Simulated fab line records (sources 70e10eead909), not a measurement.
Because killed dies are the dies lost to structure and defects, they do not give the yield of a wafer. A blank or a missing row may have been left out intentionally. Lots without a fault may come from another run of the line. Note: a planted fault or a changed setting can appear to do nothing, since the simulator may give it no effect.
Which of the tools did it? | flow nand_harc | Sampling: 12 lots, 36 wafers, 6 of 1302 route steps

## WHAT THE GAUGES SHOWED, per wafer
NHARC_P_M2_CD_MEAS_09: target cd 170 nm.
lot  | measured     | on        | cd_nm (nm)
L976 | day 6 07:55  | cd_sem-03 | 169.6 169.5 170.6
L979 | day 7 23:02  | cd_sem-02 | 170.0 170.9 171.3
L981 | day 8 13:54  | cd_sem-02 | 169.3 169.5 170.0
L983 | day 9 04:37  | cd_sem-01 | 170.1 169.8 170.3
L984 | day 9 21:41  | cd_sem-03 | 169.1 169.4 169.8
L986 | day 10 08:11 | cd_sem-01 | 170.2 169.6 169.2
L987 | day 10 20:49 | cd_sem-01 | 170.0 170.8 170.5
L992 | day 13 04:35 | cd_sem-02 | 170.1 169.8 170.0
L993 | day 13 13:16 | cd_sem-02 | 177.4 176.8 177.0
L995 | day 14 07:50 | cd_sem-03 | 177.2 177.0 177.3
L998 | day 15 09:53 | cd_sem-01 | 170.2 170.3 169.8
L999 | day 15 23:50 | cd_sem-03 | 169.8 169.8 169.5

NHARC_END_SORT_01.
lot  | measured     | on        | defect_limited_yield (%) | killed_at_array | killed_at_other | killed_at_periphery | killed_dies | killed_open | killed_short | sort_bin_2_pct (%) | sort_bin_3_pct (%) | sort_bin_4_pct (%) | sort_n_pass | sort_rim_yield_pct (%) | sort_yield_pct (%)
L979 | day 26 17:56 | prober-01 | 94.5 97.0 95.6           | 35 17 26        | 0 0 1           | 2 3 3               | 37 20 30    | 5 4 5       | 2 4 1        | 1.2 0.7 1.3        | 0 0.1 0.3          | 4.3 2.1 2.8        | 640 657 647 | 97 95 94               | 94.5 97.0 95.6
L981 | day 27 02:30 | prober-01 | 92.3 87.3 89.8           | 47 82 64        | 0 1 1           | 5 3 4               | 52 86 69    | 0 3 6       | 5 4 3        | 3.1 4.0 4.3        | 0.3 1.3 0.4        | 4.3 7.4 5.5        | 625 591 608 | 81 99 92               | 92.3 87.3 89.8
L983 | day 27 09:32 | prober-01 | 93.8 94.4 92.9           | 35 34 43        | 0 1 1           | 7 3 4               | 42 38 48    | 6 3 1       | 2 2 2        | 2.7 1.5 2.7        | 0.1 0.6 0.9        | 3.4 3.5 3.5        | 635 639 629 | 85 90 86               | 93.8 94.4 92.9
L984 | day 27 22:56 | prober-02 | 90.5 93.8 91.4           | 62 37 54        | 0 0 0           | 2 5 4               | 64 42 58    | 3 7 6       | 2 4 3        | 3.1 2.4 3.2        | 0.6 0.1 0.6        | 5.8 3.7 4.7        | 613 635 619 | 93 84 86               | 90.5 93.8 91.4
L986 | day 28 23:00 | prober-01 | 92.3 93.8 94.5           | 51 38 31        | 0 0 0           | 1 4 6               | 52 42 37    | 0 5 8       | 1 1 3        | 1.8 2.8 2.2        | 1.2 0.3 0.4        | 4.7 3.1 2.8        | 625 635 640 | 93 91 87               | 92.3 93.8 94.5
L993 | day 32 05:36 | prober-01 | 91.6 94.8 94.7           | 53 29 31        | 0 0 2           | 4 6 3               | 57 35 36    | 2 2 2       | 6 1 6        | 2.4 2.5 2.4        | 1.0 0.3 0.1        | 5.0 2.4 2.8        | 620 642 641 | 98 92 87               | 91.6 94.8 94.7
L998 | day 33 13:39 | prober-01 | 89.4 94.7 95.1           | 67 34 32        | 1 1 0           | 4 1 1               | 72 36 33    | 6 0 1       | 5 3 0        | 3.2 1.6 1.0        | 0.6 0.3 0.3        | 6.8 3.4 3.5        | 605 641 644 | 97 90 88               | 89.4 94.7 95.1

## EACH LOT AND THE TOOL THAT RAN IT (in order: tool; ch and the chambers of the sampled wafers; start)
lot  | NHARC_P_M1_DEGAS_29          | NHARC_P_M1_PVD_21                       | NHARC_P_M1_PRE_CLEAN_32         | NHARC_P_M2_PEB_07
L976 | pvd_sputter-03, day 6 04:58  | pvd_sputter-03, day 6 06:37 or earlier  | pecvd-03 ch 1,2, day 6 06:37    | litho_track-04 ch 0, day 6 07:50
L979 | pvd_sputter-03, day 7 19:39  | pvd_sputter-03, day 7 21:50 or earlier  | pecvd-03 ch 1,2, day 7 21:50    | litho_track-01 ch 0, day 7 22:57
L981 | pvd_sputter-02, day 8 10:56  | pvd_sputter-02, day 8 12:34 or earlier  | pecvd-03 ch 0,2, day 8 12:34    | litho_track-04 ch 0, day 8 13:49
L983 | pvd_sputter-02, day 9 01:25  | pvd_sputter-02, day 9 03:03 or earlier  | pecvd-03 ch 0, day 9 03:03      | litho_track-06 ch 0, day 9 04:32
L984 | pvd_sputter-01, day 9 18:44  | pvd_sputter-01, day 9 20:22 or earlier  | pecvd-01 ch 0,2, day 9 20:22    | litho_track-04 ch 0, day 9 21:36
L986 | pvd_sputter-03, day 10 05:22 | pvd_sputter-03, day 10 07:02 or earlier | pecvd-03 ch 0,1, day 10 07:02   | litho_track-04 ch 0, day 10 08:07
L987 | pvd_sputter-02, day 10 17:51 | pvd_sputter-02, day 10 19:30 or earlier | pecvd-03 ch 0,1,2, day 10 19:30 | litho_track-01 ch 0, day 10 20:44
L992 | pvd_sputter-03, day 13 01:23 | pvd_sputter-03, day 13 03:15 or earlier | pecvd-02 ch 0,1,2, day 13 03:15 | litho_track-06 ch 0, day 13 04:30
L993 | pvd_sputter-01, day 13 10:19 | pvd_sputter-01, day 13 11:56 or earlier | pecvd-02 ch 0,1,2, day 13 11:56 | litho_track-06 ch 0, day 13 13:11
L995 | pvd_sputter-02, day 14 04:59 | pvd_sputter-02, day 14 06:39 or earlier | pecvd-02 ch 0,2, day 14 06:39   | litho_track-06 ch 0, day 14 07:45
L998 | pvd_sputter-03, day 15 07:04 | pvd_sputter-03, day 15 08:41 or earlier | pecvd-01 ch 0,2, day 15 08:41   | litho_track-01 ch 0, day 15 09:48
L999 | pvd_sputter-02, day 15 20:53 | pvd_sputter-02, day 15 22:32 or earlier | pecvd-02 ch 0,1,2, day 15 22:32 | litho_track-04 ch 0, day 15 23:45
- NHARC_P_M1_DEGAS_29: time 60 s.
- NHARC_P_M1_PVD_21: deposits Cu, target thk 30 nm, time 20.49 s.
- NHARC_P_M1_PRE_CLEAN_32: time 12 s.
- NHARC_P_M2_PEB_07: peb time 65 s.

## AS READ BY THE TOOLS THEMSELVES (means over the sampled wafers that have a number; for cases with no such wafer, the mark the record gives instead)
NHARC_P_M1_DEGAS_29.
lot  | tool           | heater_power_w (W)
L976 | pvd_sputter-03 | 281
L979 | pvd_sputter-03 | 313
L981 | pvd_sputter-02 | 315
L983 | pvd_sputter-02 | 313
L984 | pvd_sputter-01 | 346
L986 | pvd_sputter-03 | 314
L987 | pvd_sputter-02 | 330
L992 | pvd_sputter-03 | 307
L993 | pvd_sputter-01 | 315
L995 | pvd_sputter-02 | 324
L998 | pvd_sputter-03 | 312
L999 | pvd_sputter-02 | 315

NHARC_P_M1_PVD_21.
lot  | tool           | throttle_valve_pct (%)
L976 | pvd_sputter-03 | 29.5
L979 | pvd_sputter-03 | 29.3
L981 | pvd_sputter-02 | 30.8
L983 | pvd_sputter-02 | 31.6
L984 | pvd_sputter-01 | 29.5
L986 | pvd_sputter-03 | 29.7
L987 | pvd_sputter-02 | 30.8
L992 | pvd_sputter-03 | 29.4
L993 | pvd_sputter-01 | 29.9
L995 | pvd_sputter-02 | 30.8
L998 | pvd_sputter-03 | 29.6
L999 | pvd_sputter-02 | 30.5

NHARC_P_M1_PRE_CLEAN_32.
lot  | tool     | heater_power_w (W) | rf_fwd_power_W (W)
L976 | pecvd-03 | 556                | 291.7
L979 | pecvd-03 | 547                | 292.0
L981 | pecvd-03 | 547                | 292.4
L983 | pecvd-03 | 653                | 291.6
L984 | pecvd-01 | 733                | 292.8
L986 | pecvd-03 | 559                | 292.7
L987 | pecvd-03 | 565                | 292.9
L992 | pecvd-02 | 610                | 293.2
L993 | pecvd-02 | 599                | 291.8
L995 | pecvd-02 | 601                | 292.6
L998 | pecvd-01 | 714                | 292.6
L999 | pecvd-02 | 606                | 292.6

NHARC_P_M2_PEB_07.
lot  | tool           | chill_plate_temp_C (C) | heater_power_total_W (W) | plate_temp_C (C)
L976 | litho_track-04 | 22.92                  | 156.5                    | 99.98
L979 | litho_track-01 | 22.94                  | 156.9                    | 100.12
L981 | litho_track-04 | 22.93                  | 156.7                    | 99.99
L983 | litho_track-06 | 22.99                  | 156.1                    | 99.88
L984 | litho_track-04 | 22.94                  | 156.4                    | 99.94
L986 | litho_track-04 | 23.18                  | 156.5                    | 100.00
L987 | litho_track-01 | 23.08                  | 156.3                    | 100.12
L992 | litho_track-06 | 23.04                  | 156.3                    | 100.07
L993 | litho_track-06 | 23.02                  | 160.8                    | 102.19
L995 | litho_track-06 | 23.05                  | 161.6                    | 101.91
L998 | litho_track-01 | 23.19                  | 156.5                    | 100.10
L999 | litho_track-04 | 23.05                  | 157.2                    | 99.95

## THE ANSWER, worked out from the rows above alone
Rule: the lots themselves supply what counts as usual. The widest of any qualifying gaps counts: lots, ordered by their means at a reading, are off when they make up no more than a third of the lots, leave a main group of 4 or more, and stand apart from it by 3 or more times the standard deviation of that group's means. The tables above print the reading to a certain number of digits; a main group whose means all agree to those digits is not used. Also off: a lot with no number at a reading for which 4 or more lots have one. Where the step has rows for the other lots, those lots are counted as sound. After the gauges, taken in route order, come the tools' own readings; for these a lot's mean is taken, as printed above. The first step at which some lot is off is used, and at that step the reading that is off furthest; a lot without a number counts as furthest.
Off: L993, L995 (NHARC_P_M2_CD_MEAS_09, cd_nm). The main group has a mean of 170.0 nm with a standard deviation of 0.38.
If a tool, at a process step before that reading, ran all the lots that are off and no sound lot after the first of them, it fits. The gauges at NHARC_P_M2_CD_MEAS_09 aren't tried: what is off there is off at NHARC_P_M2_PEB_07 too, on other tools, and a gauge's error can't cause that. NHARC_P_M1_PVD_21: start missing for some lots; hours and lot order therefore follow NHARC_P_M1_PRE_CLEAN_32. One fits: litho_track-06 at NHARC_P_M2_PEB_07. A fault onset in the window from L992 (day 13 04:30, its last sound lot) to L993 (day 13 13:11, its first lot off) fits.
The tool's own readings at NHARC_P_M2_PEB_07 bear it out: on the lots that are off they differ by more than 5 times the standard deviation of the sound lots' means. heater_power_total_W reads 161.2 W there against 156.5 W on the sound lots; plate_temp_C reads 102.05 C there against 100.02 C on the sound lots.

## WHAT THE SIMULATOR HAD PUT IN
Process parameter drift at NHARC_P_M2_PEB_07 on litho_track-06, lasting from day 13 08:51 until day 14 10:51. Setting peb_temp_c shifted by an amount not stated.
Shown lots that were struck: L993, L995. Same finding as the rule above.
